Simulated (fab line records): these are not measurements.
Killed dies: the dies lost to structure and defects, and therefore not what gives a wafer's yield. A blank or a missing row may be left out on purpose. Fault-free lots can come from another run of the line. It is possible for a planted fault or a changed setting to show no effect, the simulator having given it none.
Which tool was responsible? -- flow n5Finfet -- 6 lots, 18 wafers sampled, at 8 steps of a route of 1938

WHAT THE GAUGES READ, wafer by wafer
N5_BEOL_M6_CD_MEAS_18: pitch 80 nm, target cd 40 nm.
lot,measured,on,cdNm (nm)
L319,day 11 06:48,cdSem-03,39.6 38.5 40.0
L321,day 12 08:32,cdSem-02,40.6 39.8 40.5
L330,day 14 03:41,cdSem-03,38.9 40.2 39.4
L328,day 14 14:59,cdSem-03,41.1 41.5 40.9
L335,day 15 06:38,cdSem-01,40.5 41.3 39.9
L341,day 17 07:14,cdSem-01,40.6 40.3 42.4

N5_BEOL_M6_OCD_MEAS_38.
lot,measured,on,trenchDepthNm (nm)
L319,day 11 09:42,ocd-01,92.7 91.9 94.1
L321,day 12 10:28,ocd-01,92.8 92.1 96.2
L330,day 14 04:34,ocd-02,95.7 95.6 94.5
L328,day 14 16:53,ocd-01,116.7 92.9 92.8
L335,day 15 07:42,ocd-02,95.3 94.5 90.6
L341,day 17 08:17,ocd-02,94.2 94.2 90.3

N5_BEOL_M6_THK_MEAS_53: measures by xrf.
lot,measured,on,M6_THK (nm)
L319,day 11 13:00,filmMetro-02,80.2 78.8 81.6
L321,day 12 14:26,filmMetro-01,83.2 81.8 85.1
L330,day 14 07:43,filmMetro-02,83.1 84.8 83.1
L328,day 14 19:13,filmMetro-02,106.6 81.1 80.9
L335,day 15 11:15,filmMetro-01,83.8 84.8 79.0
L341,day 17 11:02,filmMetro-02,82.7 79.6 77.7

N5_BEOL_M6_RS_MEAS_57: uses a four-point probe to measure.
lot,measured,on,M6_RS (ohm/sq)
L319,day 11 13:08,filmMetro-01,0.293 0.299 0.289
L321,day 12 14:34,filmMetro-02,0.280 0.286 0.272
L330,day 14 07:51,filmMetro-02,0.281 0.273 0.280
L328,day 14 19:20,filmMetro-02,0.211 0.289 0.290
L335,day 15 11:23,filmMetro-01,0.273 0.271 0.293
L341,day 17 11:10,filmMetro-02,0.282 0.294 0.302

N5_BEOL_M15_RC_MEAS_101.
lot,measured,on,COMB_M10 (S/m),COMB_M11 (S/m),COMB_M12 (S/m),COMB_M13 (S/m),COMB_M14 (S/m),COMB_M15 (S/m),COMB_M5 (S/m),COMB_M7 (S/m),COMB_M8 (S/m),COMB_M9 (S/m),SERP_M10 (ohm/um),SERP_M11 (ohm/um),SERP_M12 (ohm/um),SERP_M13 (ohm/um),SERP_M14 (ohm/um),SERP_M5 (ohm/um),SERP_M6 (ohm/um),SERP_M6_max_site (ohm/um),SERP_M7 (ohm/um),SERP_M8 (ohm/um),SERP_M8_max_site (ohm/um),SERP_M9 (ohm/um)
L319,day 14 06:57,prober-02,1.53e-11 1.47e-11 2.28e-11,2.1e-11 1.5e-11 1.6e-11,6.2e-12 5.9e-12 5.8e-12,4.6e-12 3.7e-12 4.6e-12,2.7e-12 3.9e-12 4.2e-12,2.5e-12 2e-12 2.5e-12,3.9e-11 3e-11 3.7e-11,3.3e-11 2.8e-11 3e-11,2.9e-11 3.3e-11 3.4e-11,1.3e-11 1.14e-11 1.12e-11,3.10 3.07 2.88,3.05 3.02 3.15,0.617 0.646 0.634,0.304 0.310 0.311,0.163 0.162 0.160,38.3 38.7 38.4,14.3 15.5 13.8,15.2 15.9 14.4,14.2 13.0 12.8,13.1 14.4 14.2,13.8 14.9 14.7,2.94 3.02 2.90
L321,day 15 08:22,prober-02,1.68e-11 1.69e-11 1.53e-11,1.3e-11 1.5e-11 1.4e-11,4.4e-12 6e-12 4e-12,5.5e-12 3.7e-12 4.8e-12,2.4e-12 3.4e-12 2.4e-12,2.3e-12 1.4e-12 1.9e-12,2.8e-11 3.7e-11 2.7e-11,2.1e-11 2.8e-11 2.2e-11,1.9e-11 2.6e-11 2.4e-11,1.21e-11 1.4e-11 1.32e-11,3.13 3.09 2.97,3.01 2.96 2.98,0.653 0.652 0.626,0.323 0.310 0.302,0.163 0.158 0.169,36.6 40.1 33.5,13.5 14.1 13.7,14.0 14.5 14.1,13.2 12.3 12.7,13.6 14.2 14.0,14.1 15.0 14.7,2.93 3.01 2.78
L330,day 17 08:30,prober-01,1.72e-11 1.58e-11 1.38e-11,1e-11 1.4e-11 1.1e-11,4.7e-12 8.4e-12 6.7e-12,6.4e-12 4.8e-12 4.4e-12,2.2e-12 2.4e-12 3.8e-12,3.8e-12 3e-12 2.4e-12,3.9e-11 3.7e-11 4.6e-11,2.5e-11 2.6e-11 2.4e-11,1.8e-11 2.2e-11 2.6e-11,1.81e-11 1.59e-11 1.16e-11,3.12 3.09 3.06,3.03 2.83 2.80,0.639 0.628 0.647,0.323 0.318 0.314,0.170 0.159 0.158,37.6 37.9 36.7,14.5 13.4 14.6,15.0 14.4 15.0,13.4 13.2 12.4,12.4 13.7 14.1,12.5 14.9 14.9,2.97 3.07 2.90
L328,day 17 19:51,prober-02,1.54e-11 1.7e-11 1.66e-11,1.4e-11 1.5e-11 1.2e-11,4.4e-12 5.7e-12 3.4e-12,4.4e-12 4.5e-12 4.3e-12,3.6e-12 2.6e-12 2.5e-12,2.7e-12 2.9e-12 2.2e-12,4.1e-11 3.5e-11 3.6e-11,3.8e-11 3.1e-11 2.8e-11,2.3e-11 2.7e-11 2.6e-11,1.26e-11 1.17e-11 1.38e-11,3.17 3.26 3.15,3.08 3.01 3.08,0.646 0.621 0.652,0.303 0.322 0.308,0.171 0.154 0.172,37.2 36.3 37.6,9.7 13.1 13.7,10.0 13.6 13.9,13.3 13.4 13.6,14.3 14.0 14.0,15.3 14.9 15.5,3.02 3.10 3.04
L335,day 18 13:04,prober-01,1.75e-11 1.66e-11 1.59e-11,1.3e-11 1e-11 2e-11,5.7e-12 5.7e-12 5.3e-12,5.5e-12 4.9e-12 5.1e-12,2.6e-12 3.3e-12 3e-12,2.3e-12 2.8e-12 2.5e-12,2.4e-11 2.8e-11 2.9e-11,2.5e-11 3.2e-11 3e-11,2.6e-11 2.5e-11 2.4e-11,1.67e-11 1.31e-11 1.52e-11,3.13 3.18 3.17,3.05 2.96 2.87,0.617 0.625 0.626,0.310 0.307 0.298,0.158 0.167 0.162,38.5 39.5 41.8,13.5 12.5 14.9,13.9 13.3 15.4,13.4 14.0 13.8,13.6 14.0 13.5,14.1 14.5 14.1,3.12 2.96 2.81
L341,day 20 05:16,prober-01,1.78e-11 1.31e-11 1.15e-11,1.8e-11 1.6e-11 1.5e-11,5.8e-12 7.3e-12 5.8e-12,5e-12 6.9e-12 4.9e-12,3.6e-12 3.1e-12 3.2e-12,2e-12 2.4e-12 2.3e-12,3.9e-11 3.7e-11 4.3e-11,2.5e-11 3.4e-11 3.1e-11,3.5e-11 3.1e-11 2.2e-11,9e-12 1.53e-11 1.51e-11,3.06 3.01 3.10,3.07 3.14 3.04,0.604 0.617 0.632,0.313 0.312 0.321,0.158 0.161 0.175,37.8 37.0 37.8,13.8 14.3 13.5,14.2 14.7 13.9,12.9 13.2 13.1,13.7 14.5 13.1,14.1 14.7 13.9,3.01 2.93 2.84

WHAT TOOL EACH LOT RAN ON (gives the tool, then ch and the chambers of the sampled wafers, and finally the start)
lot,N5_BEOL_M6_ETCH_62,N5_BEOL_M6_STRIP_67,N5_BEOL_M6_TRENCH_ETCH_37
L319,"rieDiel-05 ch 2,3, day 11 06:26","rieDiel-05 ch 2,3, day 11 06:34","rieDiel-05 ch 1,3, day 11 09:32"
L321,"rieDiel-05 ch 0,1, day 12 08:10","rieDiel-05 ch 0,1, day 12 08:19","rieDiel-05 ch 0,1,2, day 12 10:19"
L330,"rieDiel-05 ch 1,2,3, day 14 03:18","rieDiel-05 ch 1,2,3, day 14 03:27","rieDiel-04 ch 0,1, day 14 04:25"
L328,"rieDiel-01 ch 0,2, day 14 14:37","rieDiel-01 ch 0,2, day 14 14:46","rieDiel-05 ch 0,3, day 14 16:43"
L335,"rieDiel-01 ch 1,2,3, day 15 06:14","rieDiel-01 ch 1,2,3, day 15 06:23","rieDiel-04 ch 0,1,2, day 15 07:33"
L341,"rieDiel-01 ch 0,2,3, day 17 06:52","rieDiel-01 ch 0,2,3, day 17 07:01","rieDiel-04 ch 0,1,2, day 17 08:08"
- N5_BEOL_M6_ETCH_62: etches SOC in N2/H2, target depth 110 nm, overetch 22 nm, time 165 s.
- N5_BEOL_M6_STRIP_67: strips in CF4.
- N5_BEOL_M6_TRENCH_ETCH_37: etches SiCOH lowk in C4F6/O2, target depth 94.435 nm, time 31.5 s.

AS READ BY THE TOOLS THEMSELVES (means over the sampled wafers that have a number; for cases with no such wafer, the mark the record gives instead)
N5_BEOL_M6_ETCH_62.
lot,tool,biasW (W),drypumpMotorCurrentA (A),oesProductAu (a.u.),rfVppV (V),showerheadPlenumPTorr (Torr),tempC (C),throttleValvePct (%)
L319,rieDiel-05,150.1,5.3,0.72,523.0,2.50,40.11,17.55
L321,rieDiel-05,150.2,6.0,0.68,523.3,2.50,39.96,17.53
L330,rieDiel-05,149.8,5.7,0.68,522.8,2.49,39.87,17.55
L328,rieDiel-01,149.8,5.4,0.64,524.9,2.57,39.85,17.72
L335,rieDiel-01,150.3,5.3,0.67,525.5,2.61,40.08,17.66
L341,rieDiel-01,149.9,5.4,0.73,524.1,2.55,40.02,17.46

N5_BEOL_M6_STRIP_67.
lot,tool,drypumpMotorCurrentA (A),oesProductAu (a.u.),rfVppV (V),showerheadPlenumPTorr (Torr),throttleValvePct (%)
L319,rieDiel-05,5.3,0.86,270.5,1.78,13.35
L321,rieDiel-05,6.0,0.81,271.3,1.78,13.38
L330,rieDiel-05,5.7,0.80,271.1,1.77,13.38
L328,rieDiel-01,5.4,0.75,271.4,1.81,13.54
L335,rieDiel-01,5.3,0.79,271.7,1.82,13.37
L341,rieDiel-01,5.4,0.86,270.7,1.80,13.28

N5_BEOL_M6_TRENCH_ETCH_37.
lot,tool,biasW (W),drypumpMotorCurrentA (A),oesProductAu (a.u.),rfVppV (V),runLengthS (s),showerheadPlenumPTorr (Torr),throttleValvePct (%)
L319,rieDiel-05,185.2,5.7,0.88,672,55.3,2.79,20.66
L321,rieDiel-05,185.0,5.7,0.78,662,55.3,2.84,20.76
L330,rieDiel-04,185.3,6.0,0.89,678,55.2,2.85,20.81
L328,rieDiel-05,185.1,5.2,0.82,681,57.8,2.80,20.76
L335,rieDiel-04,185.0,5.6,0.80,683,55.3,2.85,20.82
L341,rieDiel-04,184.6,5.7,0.77,684,55.0,2.84,20.84

THE ANSWER, worked out from the rows above alone
Rule: usual is defined by the lots themselves. The widest of any qualifying gaps counts: lots, ordered by their means at a reading, are off when they make up no more than a third of the lots, leave a main group of 4 or more, and stand apart from it by 3 or more times the standard deviation of that group's means. A main group is skipped when, at the precision printed for the reading in the tables above, its means are all equal. Also off: a lot with no number at a reading for which 4 or more lots have one. Where the step has rows for the other lots, those lots are counted as sound. Order of review: gauges by route order, followed by the tools' own readings, for which a lot's mean as printed above is used. The first step at which some lot is off is used, and at that step the reading that is off furthest; a lot without a number counts as furthest.
Off at N5_BEOL_M6_OCD_MEAS_38 (trenchDepthNm): L328. For the main group the mean is 93.6 nm and the standard deviation 0.87.
If a tool, at a process step before that reading, ran all the lots that are off and no sound lot after the first of them, it fits. Not tried: the gauges at N5_BEOL_M6_OCD_MEAS_38; whatever is off there is also off at N5_BEOL_M6_THK_MEAS_53, on other tools, and gauge error can't account for it. One candidate fits, namely rieDiel-05 at N5_BEOL_M6_TRENCH_ETCH_37. Its last sound lot is L321 (day 12 10:19), its first lot that is off L328 (day 14 16:43): a fault that began between those two fits.
The tool's own readings at N5_BEOL_M6_TRENCH_ETCH_37 bear it out: on the lots that are off they differ by more than 5 times the standard deviation of the sound lots' means. runLengthS reads 57.8 s there against 55.2 s on the sound lots.

WHAT THE SIMULATOR HAD INSERTED
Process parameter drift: rieDiel-05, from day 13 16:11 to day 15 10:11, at N5_BEOL_M6_TRENCH_ETCH_37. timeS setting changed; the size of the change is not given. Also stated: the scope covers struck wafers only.
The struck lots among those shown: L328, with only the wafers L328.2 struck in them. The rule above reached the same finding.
